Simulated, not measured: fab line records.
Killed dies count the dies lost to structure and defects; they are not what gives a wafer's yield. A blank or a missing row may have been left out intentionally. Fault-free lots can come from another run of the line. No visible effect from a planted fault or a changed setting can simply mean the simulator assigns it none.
Which tool is to blame? :: flow nand harc :: route of 1159 steps, sampled at 1 step: 24 lots, 72 wafers

== WHAT EACH GAUGE READ, for each wafer ==
NHARC_P_GATE_INSPECT_68.
lot: L074
measured: day 5 08:30
on: defect inspect-01
raw defect count: 181 172 120

lot: L075
measured: day 5 17:52
on: defect inspect-01
raw defect count: 293 133 157

lot: L076
measured: day 5 21:35
on: defect inspect-01
raw defect count: 275 301 262

lot: L077
measured: day 5 22:27
on: defect inspect-01
raw defect count: 165 154 196

lot: L078
measured: day 6 10:31
on: defect inspect-01
raw defect count: 147 108 154

lot: L079
measured: day 6 11:11
on: defect inspect-02
raw defect count: 96 79 94

lot: L080
measured: day 7 04:34
on: defect inspect-02
raw defect count: 161 119 182

lot: L081
measured: day 7 05:00
on: defect inspect-02
raw defect count: 208 143 190

lot: L082
measured: day 7 11:02
on: defect inspect-01
raw defect count: 283 299 234

lot: L083
measured: day 7 21:38
on: defect inspect-01
raw defect count: 414 213 233

lot: L085
measured: day 8 15:31
on: defect inspect-01
raw defect count: 174 253 129

lot: L084
measured: day 8 16:46
on: defect inspect-02
raw defect count: 339 213 247

lot: L088
measured: day 8 17:22
on: defect inspect-02
raw defect count: 401 156 220

lot: L086
measured: day 8 21:48
on: defect inspect-01
raw defect count: 328 287 327

lot: L087
measured: day 8 22:51
on: defect inspect-01
raw defect count: 210 182 282

lot: L089
measured: day 9 06:52
on: defect inspect-01
raw defect count: 185 141 239

lot: L090
measured: day 9 07:29
on: defect inspect-01
raw defect count: 199 212 271

lot: L091
measured: day 9 18:08
on: defect inspect-02
raw defect count: 246 185 146

lot: L093
measured: day 9 22:38
on: defect inspect-02
raw defect count: 138 194 237

lot: L092
measured: day 10 00:40
on: defect inspect-01
raw defect count: 103 124 194

lot: L095
measured: day 10 12:38
on: defect inspect-02
raw defect count: 214 300 325

lot: L094
measured: day 10 13:20
on: defect inspect-02
raw defect count: 99 121 155

lot: L097
measured: day 11 00:55
on: defect inspect-01
raw defect count: 188 111 144

lot: L096
measured: day 11 01:41
on: defect inspect-02
raw defect count: 263 149 212

== WHAT TOOL EACH LOT RAN ON (gives the tool, then ch and the chambers of the sampled wafers, and finally the start) ==
Before these readings, the record contains no process step.

== AS READ BY THE TOOLS THEMSELVES (means over the sampled wafers that have a number; for cases with no such wafer, the mark the record gives instead) ==
The record holds no such reading with a usual standard deviation.

== THE ANSWER, worked out from the rows above alone ==
Rule: what is usual is taken from the lots themselves. The widest of any qualifying gaps counts: lots, ordered by their means at a reading, are off when they make up no more than a third of the lots, leave a main group of 4 or more, and stand apart from it by 3 or more times the standard deviation of that group's means. Not used: any main group whose means are identical at the precision the tables above print for the reading. A lot without any number at a reading at which 4 lots or more have one is off too. Where the step has rows for the other lots, those lots are counted as sound. After the gauges, taken in route order, come the tools' own readings; for these a lot's mean is taken, as printed above. At the first step where some lot is off, the reading lying furthest off is the one used; lots without a number count as furthest.
None of the lots is off at any reading shown; this tells nothing.

== WHAT WAS PUT IN BY THE SIMULATOR ==
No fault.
